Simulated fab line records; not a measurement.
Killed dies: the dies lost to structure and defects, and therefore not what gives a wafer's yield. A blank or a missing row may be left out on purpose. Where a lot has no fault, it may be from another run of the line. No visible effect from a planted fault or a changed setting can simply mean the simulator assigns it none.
fab line records | flow nand-harc
record: lots: 6 wafers: 18 last-day: 23
route steps=1159 shown P_M2@324 END@1159
lots that met no fault: from a run of the same line without faults
start-h: hours from the record's first day to the start of the lot's first wafer shown | wait-h: how many hours have passed since the lot's step before this one | " unchanged from the row above | L1.1+2: a single row standing in for several wafers | - either no value or no given start | * or withheld: withheld | < > ~ a bound
route shown NAME@n: NAME is a module with steps in the file, n the number in the route of the first one | usual: the fault-free wafers' mean and standard deviation | same: alike in all rows | chamber/n: place in a boat | sites: the reading at each site | _std_site: the standard deviation of these | _edge_site: outer sites' mean less inner sites' | radius-mm: for every site, how far away it sits from the centre of the wafer | mask NAME#n: copy n | behind: the tool/chamber that last shaped the wafer | hold: why the lot went on hold/how many hours it stayed there/how the hold came to an end | device: whichever transistor did not switch (one of n, p or np) | end of line: the same wafers' tests at the end of the route | where a step has no rows: the recipe by itself | killed: not the wafer's yield, but the dies lost to structure and defects at the first sort | map: a wafer's dies, x killed, . not, _ none there
set.NAME: the setting as run; set.NAME@STEP: as run at that earlier step | model.NAME: the simulator's own value behind a step, which no gauge read
a table for each step, a row for each wafer; lots at some steps of the route
services: the hour from which a tool's chamber was out of use, counted from the record's first day as start-h (under 0 if before that day), plus the number of hours and why
== steps ==
step: NHARC_P_M2_EBR_05
step: NHARC_P_M2_EXPOSE_06
recipe: na: 1.35 target-cd-nm: 170 dose-mj: 80.78 mask-id: P_M2
step: NHARC_P_M2_PEB_07
recipe: peb-temp-c: 100 peb-time-s: 65
step: NHARC_P_M2_DEVELOP_08
recipe: develop-time-s: 35 dev-temp-c: 23
step: NHARC_P_M2_CD_MEAS_09
recipe: target-cd-nm: 170 landing-energy-ev: 500
usual: cd-nm: 169.8/0.55
columns lot.wafer tool chamber start-h wait-h cd-nm
L238.1 cd-sem-02 0 135.38 - 170.6
L238.2 " 0 " " 169.8
L238.5 " 0 " " 170.4
L240.3 cd-sem-01 0 142.94 - 168.3
L240.5 " 0 " " 170.0
L240.6 " 0 " " 169.3
L242.2 cd-sem-02 0 162.81 - 169.1
L242.3 " 0 " " 169.4
L242.4 " 0 " " 169.1
L250.1 cd-sem-02 0 214.07 - 169.2
L250.3 " 0 " " 170.0
L250.4 " 0 " " 169.8
L255.2 cd-sem-01 0 232.66 - 169.0
L255.4 " 0 " " 169.1
L255.6 " 0 " " 167.9
L256.3 cd-sem-03 0 238.17 - 169.8
L256.4 " 0 " " 169.7
L256.5 " 0 " " 169.8
step: NHARC_P_M2_OVL_MEAS_10
recipe: pitch-nm: 340
usual: overlay-x-nm: -0.2/1 overlay-y-nm: 0.2/0.98
columns lot.wafer tool chamber start-h wait-h overlay-x-nm overlay-y-nm
L238.1 overlay-01 - 135.47 - -1.4 0.7
L238.2 " - " " -1.3 0.4
L238.5 " - " " -1.6 1.1
L240.3 overlay-01 - 143.03 - 0.3 0.7
L240.5 " - " " 0.6 0.7
L240.6 " - " " 0.5 0.5
L242.2 overlay-02 - 162.90 - 0.6 0.8
L242.3 " - " " 0.5 0.2
L242.4 " - " " 0.6 1.1
L250.1 overlay-01 - 214.15 - -0.4 -1.8
L250.3 " - " " 0.0 -2.2
L250.4 " - " " 0.1 -2.5
L255.2 overlay-01 - 232.74 - -1.9 1.1
L255.4 " - " " -2.7 1.2
L255.6 " - " " -2.7 1.1
L256.3 overlay-02 - 238.26 - -0.4 0.2
L256.4 " - " " -0.6 0.4
L256.5 " - " " 0.1 0.7
step: NHARC_P_M2_INSPECT_11
usual: raw-defect-count: 4.1/2.4
columns lot.wafer tool chamber start-h wait-h raw-defect-count
L238.1 defect-inspect-02 - 135.50 0.0 10
L238.2 " - " " 2
L238.5 " - " " 5
L240.3 defect-inspect-02 - 143.07 0.0 2
L240.5 " - " " 5
L240.6 " - " " 4
L242.2 defect-inspect-02 - 162.94 0.0 2
L242.3 " - " " 6
L242.4 " - " " 3
L250.1 defect-inspect-02 - 214.20 0.0 3
L250.3 " - " " 3
L250.4 " - " " 1
L255.2 defect-inspect-02 - 232.78 0.0 9
L255.4 " - " " 5
L255.6 " - " " 6
L256.3 defect-inspect-02 - 238.29 0.0 4
L256.4 " - " " 6
L256.5 " - " " 8
step: NHARC_P_M2_DESCUM_14
recipe: time-s: 3 o2-flow-sccm: 200 ar-flow-sccm: 0 bias-power-w: 0 chemistry: O2
usual: drypump-motor-current-A: 5.98/0.3 oes-product-au: 1.003/0.0061 rf-vpp-V: 57.7/0.9 showerhead-plenum-p-Torr: 1.90/0.085 throttle-valve-pct: 11.310/0.0088
columns lot.wafer tool chamber start-h wait-h drypump-motor-current-A oes-product-au rf-hours-counter-h rf-vpp-V showerhead-plenum-p-Torr throttle-valve-pct
L238.1 rie-diel-03 1 135.57 0.1 5.69 0.992 16 58.2 2.02 11.301
L238.2 " 2 " " 6.19 0.999 17 58.5 1.80 11.315
L238.5 " 1 " " 5.67 0.999 - 59.1 2.02 11.309
L240.3 rie-diel-08 1 143.13 0.1 5.76 1.003 2 57.1 1.93 11.310
L240.6 " 0 " " 5.96 1.001 - 58.8 2.00 11.299
L240.5 " 1 " " 5.80 1.005 - 58.1 1.93 11.307
L242.2 rie-diel-04 2 163.00 0.1 6.21 1.016 1 58.6 1.90 11.304
L242.4 " 3 " " 5.87 1.001 1 59.3 2.04 11.321
L242.3 " 1 " " 5.67 1.007 1 57.1 1.91 11.328
L250.3 rie-diel-08 0 214.26 0.1 5.93 1.006 29 58.0 1.99 11.302
L250.4 " 1 " " 5.77 1.003 28 57.3 1.92 11.310
L250.1 " 3 " " 4.83 1.019 28 60.0 1.82 11.314
L255.4 rie-diel-04 0 232.85 0.1 6.24 0.999 4 58.2 1.79 11.310
L255.2 " 2 " " 6.23 1.005 4 57.5 1.90 11.303
L255.6 " 3 " " 5.82 0.997 - 57.6 2.04 11.310
L256.3 rie-diel-04 0 238.35 0.1 6.23 0.994 5 58.0 1.78 11.313
L256.4 " 3 " " 5.80 0.989 4 57.7 2.04 11.320
L256.5 " 1 " " 5.62 1.004 - 57.0 1.91 11.310
step: NHARC_P_M2_ETCH_35
recipe: target-depth-a: 400 overetch-a: 120 time-s: 43.94 ion-energy-ev: 200 n2-flow-sccm: 150 h2-flow-sccm: 150 ar-flow-sccm: 0 rf-w: 400 bias-w: 150 chemistry: N2/H2
usual: drypump-motor-current-A: 6.0/0.31 oes-product-au: 1.002/0.0071 rf-vpp-V: 430.2/2.7 showerhead-plenum-p-Torr: 2.03/0.093 throttle-valve-pct: 14.170/0.0099
columns lot.wafer tool chamber start-h wait-h drypump-motor-current-A oes-product-au rf-hours-counter-h rf-vpp-V showerhead-plenum-p-Torr throttle-valve-pct
L238.1 rie-diel-03 0 135.66 0.1 6.0 1.005 17 430.5 2.03 14.178
L238.2 " 2 " " 6.2 1.003 17 425.7 1.91 14.165
L238.5 " 3 " " 6.6 1.008 - 430.5 2.03 14.159
L240.3 rie-diel-08 3 143.23 0.1 4.9 1.015 2 428.4 1.94 14.164
L240.5 " 0 " " 5.9 1.014 - 432.9 2.13 14.165
L240.6 " 1 " " 5.8 1.001 - 430.3 2.05 14.174
L242.3 rie-diel-04 1 163.09 0.1 5.7 0.999 1 430.5 2.03 14.159
L242.4 " 2 " " 6.3 1.001 1 429.1 2.03 14.163
L242.2 " 3 " " 5.8 1.002 1 434.4 2.18 14.161
L250.1 rie-diel-08 2 214.34 0.1 5.7 1.009 28 427.7 1.91 14.176
L250.4 " 3 " " 4.8 1.006 28 428.1 1.93 14.174
L250.3 " 1 " " 5.8 1.000 28 430.5 2.04 14.184
L255.2 rie-diel-04 2 232.94 0.1 6.2 0.996 4 432.0 2.03 14.169
L255.4 " 3 " " 5.8 0.988 4 434.6 2.18 14.169
L255.6 " 0 " " 6.2 0.996 - 427.0 1.90 14.168
L256.3 rie-diel-04 3 238.44 0.1 5.8 1.007 4 433.5 2.18 14.170
L256.4 " 1 " " 5.7 1.000 4 430.1 2.03 14.158
L256.5 " 3 " " 5.8 1.018 - 433.0 2.18 14.163
step: NHARC_P_M2_ETCH_15
recipe: target-depth-a: 1825 time-s: 91.2 c4f8-flow-sccm: withheld ar-flow-sccm: 400 rf-w: 600 bias-w: 300 chemistry: C4F8/Ar
usual: oes-product-au: 0.957/0.022 rf-vpp-V: 440.8/2.8
columns lot.wafer tool chamber start-h wait-h oes-product-au rf-hours-counter-h rf-vpp-V
L238.2 rie-diel-03 1 - - 0.925 17 445.3
L238.1 " 2 " " 0.932 17 436.4
L238.5 " 3 " " 0.936 - 441.9
L240.3 rie-diel-08 1 - - 0.953 2 441.2
L240.6 " 0 " " 0.959 - 443.4
L240.5 " 1 " " 0.967 - 439.2
L242.2 rie-diel-04 1 - - 0.979 1 440.7
L242.3 " 2 " " 0.969 1 441.2
L242.4 " 3 " " 0.978 1 444.9
L250.1 rie-diel-08 2 - - 0.939 28 436.6
L250.4 " 3 " " 0.929 28 438.0
L250.3 " 1 " " 0.920 28 441.3
L255.2 rie-diel-04 2 - - 0.989 4 441.3
L255.4 " 0 " " 0.965 4 436.5
L255.6 " 2 " " 0.994 - 440.6
L256.4 rie-diel-04 1 - - 0.967 4 441.5
L256.3 " 0 " " 0.965 5 438.8
L256.5 " 1 " " 0.967 - 440.0
step: NHARC_P_M2_CD_MEAS_16
usual: cd-nm: 169.8/0.55
columns lot.wafer tool chamber start-h wait-h cd-nm
L238.1 cd-sem-03 - 135.87 - 170.6
L238.2 " - " " 170.5
L238.5 " - " " 170.5
L240.3 cd-sem-01 - 143.44 - 169.8
L240.5 " - " " 169.9
L240.6 " - " " 169.6
L242.2 cd-sem-03 - 163.31 - 168.5
L242.3 " - " " 169.4
L242.4 " - " " 169.3
L250.1 cd-sem-02 - 214.56 - 169.3
L250.3 " - " " 170.4
L250.4 " - " " 170.2
L255.2 cd-sem-01 - 233.16 - 168.9
L255.4 " - " " 169.0
L255.6 " - " " 168.9
L256.3 cd-sem-03 - 238.66 - 169.4
L256.4 " - " " 170.2
L256.5 " - " " 169.2
step: NHARC_P_M2_STRIP_18
recipe: power-w: 1000 n2-flow-sccm: 150 h2-flow-sccm: 150 ar-flow-sccm: 0 bias-w: 0 chemistry: N2/H2
usual: drypump-motor-current-A: 6.02/0.29 oes-product-au: 1.000/0.0069 rf-vpp-V: 90.6/1.1 showerhead-plenum-p-Torr: 2.03/0.096 throttle-valve-pct: 14.173/0.0089
columns lot.wafer tool chamber start-h wait-h drypump-motor-current-A oes-product-au rf-hours-counter-h rf-vpp-V showerhead-plenum-p-Torr throttle-valve-pct
L238.1 rie-diel-03 2 135.94 0.1 6.20 0.999 17 89.7 1.91 14.177
L238.2 " 3 " " 6.52 1.002 17 91.4 2.03 14.178
L238.5 " 3 " " 6.53 1.006 - 90.1 2.03 14.169
L240.3 rie-diel-04 0 143.53 0.1 6.25 1.012 1 90.4 1.90 14.183
L240.5 " 3 " " 5.80 1.021 - 90.9 2.18 14.176
L240.6 " 0 " " 6.24 0.997 - 90.3 1.90 14.178
L242.3 rie-diel-04 2 163.38 0.1 6.23 0.998 1 91.3 2.03 14.186
L242.2 " 3 " " 5.83 1.001 1 91.8 2.18 14.187
L242.4 " 0 " " 6.23 0.988 1 92.2 1.90 14.175
L250.3 rie-diel-03 3 214.64 0.1 6.58 1.001 32 90.7 2.02 14.180
L250.4 " 0 " " 5.96 0.990 30 91.8 2.03 14.182
L250.1 " 2 " " 6.18 0.994 30 88.4 1.91 14.165
L255.4 rie-diel-04 3 233.23 0.1 5.85 1.000 4 91.5 2.18 14.157
L255.2 " 1 " " 5.67 1.010 4 90.1 2.03 14.178
L255.6 " 3 " " 5.84 0.994 - 92.2 2.18 14.179
L256.3 rie-diel-04 0 238.78 0.1 6.22 0.995 5 90.4 1.90 14.167
L256.4 " 1 " " 5.68 1.002 4 89.4 2.03 14.187
L256.5 " 2 " " 6.24 0.998 - 91.8 2.02 14.178
step: NHARC_P_M2_ETCH_28
recipe: target-depth-a: 300 over-etch-frac: 0.3 time-s: 72.99 ion-energy-ev: 150 cf4-flow-sccm: 50 n2-flow-sccm: 100 ar-flow-sccm: 150 rf-w: 300 bias-w: 100 chemistry: CF4/N2
usual: cf4-flow-sccm: 50.00/0.16 drypump-motor-current-A: 6.00/0.3 oes-product-au: 1.001/0.0066 rf-vpp-V: 314.0/2.1 showerhead-plenum-p-Torr: 2.61/0.11 throttle-valve-pct: 19.795/0.0086
columns lot.wafer tool chamber start-h wait-h cf4-flow-sccm drypump-motor-current-A oes-product-au rf-hours-counter-h rf-vpp-V showerhead-plenum-p-Torr throttle-valve-pct
L238.1 rie-diel-03 1 136.18 - 50.00 5.70 1.006 17 315.4 2.76 19.799
L238.2 " 2 " " 50.18 6.19 0.999 17 313.3 2.48 19.790
L238.5 " 2 " " 49.75 6.19 0.999 - 310.1 2.48 19.794
L240.3 rie-diel-04 1 143.77 - 50.06 5.65 0.992 1 313.9 2.62 19.796
L240.6 " 2 " " 50.14 6.24 0.990 - 313.5 2.61 19.795
L240.5 " 3 " " 49.67 5.84 1.005 - 317.2 2.79 19.800
L242.4 rie-diel-04 0 163.62 - 50.06 6.26 0.994 1 311.8 2.46 19.800
L242.2 " 2 " " 50.00 6.24 0.998 1 316.0 2.61 19.802
L242.3 " 3 " " 49.94 5.84 1.004 1 317.4 2.79 19.799
L250.1 rie-diel-03 2 214.88 - 49.99 6.16 0.996 30 312.1 2.47 19.791
L250.4 " 3 " " 50.37 6.55 1.005 32 313.2 2.61 19.809
L250.3 " 1 " " 50.15 5.69 0.992 31 317.1 2.75 19.797
L255.4 rie-diel-04 3 233.47 - 50.18 5.82 1.001 4 317.2 2.79 19.781
L255.2 " 1 " " 50.15 5.63 0.845 4 314.5 2.62 19.784
L255.6 " 0 " " 50.11 6.24 1.005 - 312.0 2.46 19.787
L256.4 rie-diel-04 3 238.97 - 50.27 5.86 1.001 4 317.4 2.79 19.801
L256.3 " 2 " " 49.89 6.23 1.006 5 314.7 2.61 19.798
L256.5 " 0 " " 49.61 6.25 0.851 - 311.3 2.46 19.789
step: NHARC_P_M2_STRIP_19
recipe: time-s: 600 temp-c: 30 chemistry: post-etch-residue-remover
step: NHARC_END_SORT_01
recipe: temp-c: 25
usual: defect-limited-yield: 95.4/1.6 killed-at-array: 27/11 killed-at-other: 0.8/1.4 killed-at-periphery: 3.3/2 killed-dies: 31/11 killed-open: 3.4/1.8 killed-short: 2.1/1.3 sort_bin_2_pct: 1.4/0.7 sort_bin_3_pct: 0.24/0.21 sort_bin_4_pct: 2.9/1 sort-n-pass: 646/11 sort-rim-yield-pct: 95.4/2.8 sort-yield-pct: 95.4/1.6
same: gross-dies: 677 sort_bin_5_pct[%]: 0 sort_bin_6_pct[%]: 0 sort_bin_7_pct[%]: 0 sort_bin_8_pct[%]: 0 sort-rim-n-gross: 106.00
columns lot.wafer tool chamber start-h wait-h defect-limited-yield[%] killed-at-array killed-at-other killed-at-periphery killed-dies killed-open killed-short sort_bin_2_pct[%] sort_bin_3_pct[%] sort_bin_4_pct[%] sort-n-pass sort-rim-yield-pct[%] sort-yield-pct[%]
L238.1 prober-01 0 461.39 2.5 95.0 29 2 3 34 3 2 1.9 0.30 2.8 643 92.5 95.0
L238.2 prober-01 0 462.18 2.8 95.4 23 6 2 31 1 3 1.2 0 3.4 646 98.1 95.4
L238.5 prober-01 0 464.55 3.7 95.3 30 2 0 32 2 1 1.9 0.30 2.5 645 95.3 95.3
L240.3 prober-02 0 472.03 3.1 96.6 20 0 3 23 4 2 0.9 0.15 2.4 654 96.2 96.6
L240.5 prober-02 0 473.66 3.8 97.0 18 0 2 20 2 3 1.3 0 1.6 657 98.1 97.0
L240.6 prober-02 0 474.47 4.1 96.8 18 0 4 22 7 4 0.4 0 2.8 655 96.2 96.8
L242.2 prober-01 0 485.58 2.8 96.6 20 0 3 23 6 4 1.3 0 2.1 654 97.2 96.6
L242.3 prober-01 0 486.39 3.1 95.6 28 0 2 30 2 2 1.0 0.30 3.1 647 96.2 95.6
L242.4 prober-01 0 487.19 3.4 95.0 30 1 3 34 1 1 1.2 0 3.8 643 99.1 95.0
L250.1 prober-02 0 520.19 2.5 97.3 16 0 2 18 3 1 0.7 0 1.9 659 98.1 97.3
L250.3 prober-02 0 521.81 3.1 96.5 21 0 3 24 5 5 0.7 0.15 2.7 653 98.1 96.5
L250.4 prober-02 0 522.61 3.4 97.0 19 0 1 20 2 1 0.4 0.15 2.4 657 96.2 97.0
L255.2 prober-02 0 548.23 2.8 94.4 31 1 6 38 3 2 1.8 0.44 3.4 639 95.3 94.4
L255.4 prober-02 0 549.83 3.4 96.3 19 1 5 25 2 2 1.0 0 2.7 652 98.1 96.3
L255.6 prober-02 0 551.42 4.0 95.9 25 0 3 28 3 2 1.2 0.59 2.4 649 96.2 95.9
L256.3 prober-02 0 561.74 3.1 94.7 33 2 1 36 4 1 1.3 0.59 3.4 641 93.4 94.7
L256.4 prober-02 0 562.55 3.4 94.8 31 2 2 35 5 2 1.8 0 3.4 642 93.4 94.8
L256.5 prober-02 0 563.36 3.7 95.0 29 3 2 34 3 2 1.3 0 3.7 643 92.5 95.0
killed by level:class
L238.1 A_CHANNEL_HOLE_D1:chamber-film-flake=16 A_STAIRCASE:chamber-film-flake=3 A_WL_FILL:chamber-film-flake=3 THIN_TSV:chamber-film-flake=2 A_ONON_D1:geometric-particle:open=1 A_ONON_D1:geometric-particle:short=1 A_CHANNEL_HOLE_D1:geometric-particle:open=1 A_WL_FILL:geometric-particle:short=1
L238.2 A_CHANNEL_HOLE_D1:chamber-film-flake=11 THIN_TSV:chamber-film-flake=6 A_CONTACT:chamber-film-flake=3 A_STAIRCASE:chamber-film-flake=2 A_SLIT:chamber-film-flake=2 A_WL_FILL:chamber-film-flake=2 P_M0:geometric-particle:short=1 A_CHANNEL_FILL_D1:geometric-particle:short=1
L238.5 A_CHANNEL_HOLE_D1:chamber-film-flake=15 A_WL_FILL:chamber-film-flake=5 A_STAIRCASE:chamber-film-flake=3 A_SLIT:chamber-film-flake=3 THIN_TSV:chamber-film-flake=2 A_CHANNEL_HOLE_D1:geometric-particle:open=1 A_WL_FILL:geometric-particle:short=1 A_CONTACT:geometric-particle:open=1
L240.3 A_SLIT:chamber-film-flake=9 A_CHANNEL_HOLE_D1:chamber-film-flake=3 A_CONTACT:chamber-film-flake=3 P_CONTACT:geometric-particle:open=1 P_CONTACT:geometric-particle:short=1 A_ONON_D1:geometric-particle:open=1 A_CONTACT:geometric-particle:open=1 A_CONTACT:geometric-particle:short=1
L240.5 A_SLIT:chamber-film-flake=12 A_WL_FILL:geometric-particle:short=2 P_M2:geometric-particle:open=1 A_SGD_CUT:geometric-particle:short=1 A_M1:geometric-particle:open=1 P_GATE:chamber-film-flake=1 A_CHANNEL_FILL_D1:chamber-film-flake=1 A_CONTACT:chamber-film-flake=1
L240.6 A_ONON_D1:geometric-particle:open=3 A_SLIT:chamber-film-flake=3 A_ONON_D1:geometric-particle:short=2 P_ZERO_WELL:chamber-film-flake=2 A_CHANNEL_HOLE_D1:chamber-film-flake=2 A_CONTACT:chamber-film-flake=2 P_M0:geometric-particle:short=1 A_SGD_CUT:geometric-particle:open=1
L242.2 A_CHANNEL_HOLE_D1:chamber-film-flake=11 A_CONTACT:geometric-particle:open=2 A_M0:geometric-particle:open=2 A_M0:geometric-particle:short=2 P_GATE:geometric-particle:open=1 P_M0:geometric-particle:open=1 A_CHANNEL_FILL_D1:geometric-particle:short=1 A_WL_FILL:geometric-particle:short=1
L242.3 A_CHANNEL_HOLE_D1:chamber-film-flake=16 A_CONTACT:chamber-film-flake=7 P_M0:geometric-particle:short=1 A_ONON_D1:geometric-particle:open=1 A_WL_FILL:geometric-particle:short=1 A_CONTACT:geometric-particle:open=1 P_M0:chamber-film-flake=1 A_SLIT:chamber-film-flake=1
L242.4 A_CHANNEL_HOLE_D1:chamber-film-flake=18 A_CONTACT:chamber-film-flake=6 A_STAIRCASE:chamber-film-flake=3 A_CHANNEL_HOLE_D1:geometric-particle:short=1 A_CHANNEL_HOLE_D1:geometric-particle:open=1 P_GATE:chamber-film-flake=1 P_M0:chamber-film-flake=1 P_BONDPAD:chamber-film-flake=1
L250.1 A_CHANNEL_HOLE_D1:chamber-film-flake=5 A_CHANNEL_FILL_D1:chamber-film-flake=5 P_STI:geometric-particle:open=1 A_CHANNEL_FILL_D1:geometric-particle:open=1 A_WL_FILL:geometric-particle:short=1 A_CONTACT:geometric-particle:open=1 P_ZERO_WELL:chamber-film-flake=1 A_ZERO_WELL:chamber-film-flake=1
L250.3 A_CHANNEL_FILL_D1:chamber-film-flake=5 A_CHANNEL_HOLE_D1:chamber-film-flake=4 A_CONTACT:geometric-particle:open=3 A_CONTACT:chamber-film-flake=3 P_M0:geometric-particle:open=1 P_M0:geometric-particle:short=1 P_M2:geometric-particle:open=1 A_SOURCE_PLATE:geometric-particle:short=1
L250.4 A_CHANNEL_HOLE_D1:chamber-film-flake=5 A_CHANNEL_FILL_D1:chamber-film-flake=5 A_CONTACT:chamber-film-flake=3 A_ZERO_WELL:chamber-film-flake=2 P_GATE:geometric-particle:open=1 A_CHANNEL_FILL_D1:geometric-particle:open=1 A_WL_FILL:geometric-particle:short=1 A_STAIRCASE:chamber-film-flake=1
L255.2 A_CHANNEL_HOLE_D1:chamber-film-flake=19 A_CONTACT:chamber-film-flake=6 P_GATE:chamber-film-flake=5 A_SOURCE_PLATE:geometric-particle:open=1 A_ONON_D1:geometric-particle:short=1 A_CONTACT:geometric-particle:short=1 A_BLC:geometric-particle:open=1 A_M1:geometric-particle:open=1
L255.4 A_CHANNEL_HOLE_D1:chamber-film-flake=15 P_GATE:chamber-film-flake=2 P_M0:geometric-particle:short=1 A_CONTACT:geometric-particle:short=1 A_CONTACT:geometric-particle:open=1 P_ZERO_WELL:chamber-film-flake=1 P_BONDPAD:chamber-film-flake=1 STARTING-WAFER:geometric-particle:open=1
L255.6 A_CHANNEL_HOLE_D1:chamber-film-flake=15 A_CONTACT:chamber-film-flake=5 P_M0:geometric-particle:open=1 A_SGD_CUT:geometric-particle:short=1 A_WL_FILL:geometric-particle:short=1 A_CONTACT:geometric-particle:open=1 A_M0:geometric-particle:open=1 P_STI:chamber-film-flake=1
L256.3 A_SLIT:chamber-film-flake=16 A_CONTACT:chamber-film-flake=9 A_CHANNEL_FILL_D1:geometric-particle:open=2 A_CHANNEL_HOLE_D1:chamber-film-flake=2 THIN_TSV:chamber-film-flake=2 A_WL_FILL:geometric-particle:short=1 A_CONTACT:geometric-particle:open=1 A_BLC:geometric-particle:open=1
L256.4 A_CONTACT:chamber-film-flake=12 A_SLIT:chamber-film-flake=9 A_CHANNEL_HOLE_D1:chamber-film-flake=3 P_M0:geometric-particle:short=1 A_ONON_D1:geometric-particle:open=1 A_CHANNEL_HOLE_D1:geometric-particle:open=1 A_SGD_CUT:geometric-particle:short=1 A_WL_FILL:geometric-particle:open=1
L256.5 A_SLIT:chamber-film-flake=10 A_CONTACT:chamber-film-flake=9 A_CHANNEL_HOLE_D1:chamber-film-flake=3 THIN_TSV:chamber-film-flake=3 P_GATE:chamber-film-flake=2 A_STAIRCASE:chamber-film-flake=2 A_ONON_D1:geometric-particle:short=1 A_CHANNEL_FILL_D1:geometric-particle:open=1
== services ==
columns tool chamber start-h hours kind
rie-diel-04 - 111.90 9.0 pm
rie-diel-04 0 111.90 9.0 vent-cycle
rie-diel-04 1 111.90 9.0 vent-cycle
rie-diel-04 2 111.90 9.0 vent-cycle
rie-diel-04 3 111.90 9.0 vent-cycle
rie-diel-04 0 120.90 - clean
rie-diel-04 1 120.90 - clean
rie-diel-04 2 120.90 - clean
rie-diel-04 3 120.90 - clean
rie-diel-08 - 124.80 9.0 pm
rie-diel-04 - 132.18 0.6 repair
rie-diel-04 0 145.40 - clean
rie-diel-04 1 145.40 - clean
rie-diel-04 2 145.40 - clean
rie-diel-04 3 145.40 - clean
rie-diel-03 2 167.77 5.8 repair
rie-diel-04 0 169.90 - clean
rie-diel-04 1 169.90 - clean
rie-diel-04 2 169.90 - clean
rie-diel-03 - 177.99 0.4 repair
rie-diel-03 - 180.99 1.2 repair
rie-diel-04 3 183.92 15.8 repair
rie-diel-04 1 186.55 5.8 repair
rie-diel-03 - 215.30 9.0 pm
== key ==
first-sign: step: NHARC_P_M2_ETCH_28 reading: oes-product-au direction: down sigmas: 23 usual: 1.001 struck: 0.848
effect none on later readings
met-at NHARC_P_M2_ETCH_28
struck-wafers L255.2,L256.5
onset-between 163.62 233.47
fault: kind: process-parameter-drift tool: rie-diel-04 chamber: - onset-h: 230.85 steps: NHARC_P_M2_ETCH_28 channel: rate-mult offset: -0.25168 shape: step end-h: 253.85 scope: struck-wafers-only
